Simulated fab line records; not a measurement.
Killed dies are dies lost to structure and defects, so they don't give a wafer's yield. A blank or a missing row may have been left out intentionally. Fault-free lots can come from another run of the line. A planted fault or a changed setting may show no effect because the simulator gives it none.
Chamber matching :: flow n5Finfet :: N5_BEOL_M0_SAQP_STRIP_75 on rieDiel-02: 4 sister chambers
The step strips in CF4. 27 wafers are shown with their chamber, then 12 later ones without.

WAFERS, EACH WITH ITS CHAMBER
wafer: L074.2
chamber: 1
showerheadPlenumPTorr (Torr): 1.77
drypumpMotorCurrentA (A): 5.6
throttleValvePct (%): 13.59

wafer: L074.3
chamber: 2
showerheadPlenumPTorr (Torr): 1.79
drypumpMotorCurrentA (A): 6.1
throttleValvePct (%): 13.56

wafer: L074.5
chamber: 2
showerheadPlenumPTorr (Torr): 1.79
drypumpMotorCurrentA (A): 6.0
throttleValvePct (%): 13.57

wafer: L076.1
chamber: 3
showerheadPlenumPTorr (Torr): 1.75
drypumpMotorCurrentA (A): 5.6
throttleValvePct (%): 13.76

wafer: L076.3
chamber: 0
showerheadPlenumPTorr (Torr): 1.86
drypumpMotorCurrentA (A): 5.1
throttleValvePct (%): 13.90

wafer: L076.6
chamber: 0
showerheadPlenumPTorr (Torr): 1.86
drypumpMotorCurrentA (A): 5.1
throttleValvePct (%): 13.90

wafer: L078.1
chamber: 3
showerheadPlenumPTorr (Torr): 1.75
drypumpMotorCurrentA (A): 5.6
throttleValvePct (%): 13.77

wafer: L078.3
chamber: 2
showerheadPlenumPTorr (Torr): 1.79
drypumpMotorCurrentA (A): 6.0
throttleValvePct (%): 13.57

wafer: L078.5
chamber: 2
showerheadPlenumPTorr (Torr): 1.79
drypumpMotorCurrentA (A): 6.0
throttleValvePct (%): 13.56

wafer: L079.1
chamber: 3
showerheadPlenumPTorr (Torr): 1.75
drypumpMotorCurrentA (A): 5.6
throttleValvePct (%): 13.76

wafer: L079.4
chamber: 2
showerheadPlenumPTorr (Torr): 1.79
drypumpMotorCurrentA (A): 6.0
throttleValvePct (%): 13.59

wafer: L079.6
chamber: 1
showerheadPlenumPTorr (Torr): 1.77
drypumpMotorCurrentA (A): 5.6
throttleValvePct (%): 13.63

wafer: L082.2
chamber: 1
showerheadPlenumPTorr (Torr): 1.77
drypumpMotorCurrentA (A): 5.6
throttleValvePct (%): 13.63

wafer: L082.4
chamber: 0
showerheadPlenumPTorr (Torr): 1.86
drypumpMotorCurrentA (A): 5.1
throttleValvePct (%): 13.94

wafer: L082.5
chamber: 1
showerheadPlenumPTorr (Torr): 1.77
drypumpMotorCurrentA (A): 5.6
throttleValvePct (%): 13.64

wafer: L083.1
chamber: 0
showerheadPlenumPTorr (Torr): 1.86
drypumpMotorCurrentA (A): 5.1
throttleValvePct (%): 13.96

wafer: L083.4
chamber: 1
showerheadPlenumPTorr (Torr): 1.77
drypumpMotorCurrentA (A): 5.6
throttleValvePct (%): 13.63

wafer: L083.5
chamber: 0
showerheadPlenumPTorr (Torr): 1.86
drypumpMotorCurrentA (A): 5.1
throttleValvePct (%): 13.95

wafer: L085.1
chamber: 3
showerheadPlenumPTorr (Torr): 1.75
drypumpMotorCurrentA (A): 5.6
throttleValvePct (%): 13.17

wafer: L085.4
chamber: 2
showerheadPlenumPTorr (Torr): 1.79
drypumpMotorCurrentA (A): 6.0
throttleValvePct (%): 13.60

wafer: L085.5
chamber: 1
showerheadPlenumPTorr (Torr): 1.77
drypumpMotorCurrentA (A): 5.6
throttleValvePct (%): 13.65

wafer: L088.2
chamber: 3
showerheadPlenumPTorr (Torr): 1.75
drypumpMotorCurrentA (A): 5.6
throttleValvePct (%): 13.18

wafer: L088.3
chamber: 2
showerheadPlenumPTorr (Torr): 1.79
drypumpMotorCurrentA (A): 6.0
throttleValvePct (%): 13.61

wafer: L088.5
chamber: 2
showerheadPlenumPTorr (Torr): 1.79
drypumpMotorCurrentA (A): 6.0
throttleValvePct (%): 13.62

wafer: L092.4
chamber: 2
showerheadPlenumPTorr (Torr): 1.79
drypumpMotorCurrentA (A): 6.0
throttleValvePct (%): 13.61

wafer: L092.5
chamber: 1
showerheadPlenumPTorr (Torr): 1.76
drypumpMotorCurrentA (A): 5.6
throttleValvePct (%): 13.67

wafer: L092.6
chamber: 3
showerheadPlenumPTorr (Torr): 1.75
drypumpMotorCurrentA (A): 5.6
throttleValvePct (%): 13.20

SIGNATURES (averages over the wafers above)
reading: showerheadPlenumPTorr
chamber 0: 1.8600
chamber 1: 1.7686
chamber 2: 1.7900
chamber 3: 1.7500
scatter within a chamber: 0.00193

reading: drypumpMotorCurrentA
chamber 0: 5.100
chamber 1: 5.600
chamber 2: 6.011
chamber 3: 5.600
scatter within a chamber: 0.0197

reading: throttleValvePct
chamber 0: 13.9300
chamber 1: 13.6343
chamber 2: 13.5878
chamber 3: 13.4733
scatter within a chamber: 0.15
Rule: a wafer lies at a distance from a chamber equal to the root of the sum of squares, over the readings, of (its reading less the chamber's mean, divided by the reading's scatter). The wafer belongs to the nearest chamber; if the next one is less than 2 further off, it can't be placed. The scatter: the root of (the sum of the squares of (reading less its chamber's mean) over the shown wafers, divided by (wafers less chambers)).

WAFERS WITH NO CHAMBER GIVEN
wafer: L093.2
showerheadPlenumPTorr (Torr): 1.75
drypumpMotorCurrentA (A): 5.6
throttleValvePct (%): 13.19

wafer: L093.3
showerheadPlenumPTorr (Torr): 1.76
drypumpMotorCurrentA (A): 5.6
throttleValvePct (%): 13.68

wafer: L093.5
showerheadPlenumPTorr (Torr): 1.78
drypumpMotorCurrentA (A): 6.0
throttleValvePct (%): 13.63

wafer: L095.1
showerheadPlenumPTorr (Torr): 1.76
drypumpMotorCurrentA (A): 5.6
throttleValvePct (%): 13.68

wafer: L095.3
showerheadPlenumPTorr (Torr): 1.74
drypumpMotorCurrentA (A): 5.6
throttleValvePct (%): 13.20

wafer: L095.5
showerheadPlenumPTorr (Torr): 1.74
drypumpMotorCurrentA (A): 5.6
throttleValvePct (%): 13.19

wafer: L096.1
showerheadPlenumPTorr (Torr): 1.86
drypumpMotorCurrentA (A): 5.1
throttleValvePct (%): 13.97

wafer: L096.5
showerheadPlenumPTorr (Torr): 1.85
drypumpMotorCurrentA (A): 5.1
throttleValvePct (%): 13.98

wafer: L096.6
showerheadPlenumPTorr (Torr): 1.76
drypumpMotorCurrentA (A): 5.6
throttleValvePct (%): 13.71

wafer: L097.1
showerheadPlenumPTorr (Torr): 1.78
drypumpMotorCurrentA (A): 6.1
throttleValvePct (%): 13.65

wafer: L097.3
showerheadPlenumPTorr (Torr): 1.85
drypumpMotorCurrentA (A): 5.1
throttleValvePct (%): 13.97

wafer: L097.5
showerheadPlenumPTorr (Torr): 1.76
drypumpMotorCurrentA (A): 5.6
throttleValvePct (%): 13.70

WHICH CHAMBER EACH ONE RAN IN
wafer: L093.2
from the rows above: 3
in truth: 3

wafer: L093.3
from the rows above: can't be placed: 1 or 3
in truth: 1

wafer: L093.5
from the rows above: 2
in truth: 2

wafer: L095.1
from the rows above: can't be placed: 1 or 3
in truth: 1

wafer: L095.3
from the rows above: 3
in truth: 3

wafer: L095.5
from the rows above: 3
in truth: 3

wafer: L096.1
from the rows above: 0
in truth: 0

wafer: L096.5
from the rows above: 0
in truth: 0

wafer: L096.6
from the rows above: can't be placed: 1 or 3
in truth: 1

wafer: L097.1
from the rows above: 2
in truth: 2

wafer: L097.3
from the rows above: 0
in truth: 0

wafer: L097.5
from the rows above: can't be placed: 1 or 3
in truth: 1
8 of 12 placed correctly. Not placeable from these rows: 4 (in 4, the candidates include the true chamber). Placed wrongly: 0.
